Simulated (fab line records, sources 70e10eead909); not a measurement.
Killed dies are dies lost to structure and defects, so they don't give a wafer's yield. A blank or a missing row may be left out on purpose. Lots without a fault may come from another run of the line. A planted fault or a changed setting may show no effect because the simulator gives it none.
Tool commonality check | flow nand_harc | 3 lots, 9 wafers sampled

WHY IT WAS OPENED
At NHARC_END_SORT_01 the reading killed_at_array is flagged on 3 of 3 lots. Wafers without a fault read 46, standard deviation 16.
Rule: a lot is flagged when every wafer of it that has a number lies more than 4 standard deviations from that mean, or none has a number. The other lots count as sound.

lot  | measured     | on        | killed_at_array, wafer by wafer | flag
L953 | day 30 09:39 | prober-02 | 676 670 670                     | FLAGGED
L956 | day 31 22:11 | prober-01 | 673 674 672                     | FLAGGED
L955 | day 31 23:01 | prober-02 | 668 670 671                     | FLAGGED
The numbers of the flagged lots are 672 on average: +626 against the usual, or +39 standard deviations.

WHICH TOOL RAN EACH LOT
The record holds 2 process steps before the reading, out of a route of 1302 steps. In each cell: the tool, then ch and the chambers that the sampled wafers went through, then the start.
lot  | flag    | NHARC_A_DECK1_JOINT_CMP_13    | NHARC_A_ONON_D2_DEP_16
L953 | FLAGGED | cmp-01 ch 0,2,3, day 17 15:50 | pecvd_onon-04, day 19 00:57
L956 | FLAGGED | cmp-02 ch 1,2,3, day 18 08:46 | pecvd_onon-04, day 19 18:44
L955 | FLAGGED | cmp-02 ch 0,3, day 18 05:34   | pecvd_onon-02, day 19 18:47
What these steps do:
- NHARC_A_DECK1_JOINT_CMP_13: polishes, target thk 51.023 nm.
- NHARC_A_ONON_D2_DEP_16: target thk 1000 nm.
- NHARC_END_SORT_01

FLAGGED OVER TOTAL, TOOL BY TOOL (the gauges that took the reading come last)
step                       | tool          | lots run | flagged | share of the flagged lots | sound lots run after its first flagged lot
NHARC_A_DECK1_JOINT_CMP_13 | cmp-01        | 1        | 1       | some                      | 0
NHARC_A_DECK1_JOINT_CMP_13 | cmp-02        | 2        | 2       | some                      | 0
NHARC_A_ONON_D2_DEP_16     | pecvd_onon-02 | 1        | 1       | some                      | 0
NHARC_A_ONON_D2_DEP_16     | pecvd_onon-04 | 2        | 2       | some                      | 0
NHARC_END_SORT_01          | prober-01     | 1        | 1       | some                      | 0
NHARC_END_SORT_01          | prober-02     | 2        | 2       | some                      | 0

WHAT THE TABLE ALLOWS
No row of the table ran every flagged lot.

WHAT THE SIMULATOR HAD PUT IN
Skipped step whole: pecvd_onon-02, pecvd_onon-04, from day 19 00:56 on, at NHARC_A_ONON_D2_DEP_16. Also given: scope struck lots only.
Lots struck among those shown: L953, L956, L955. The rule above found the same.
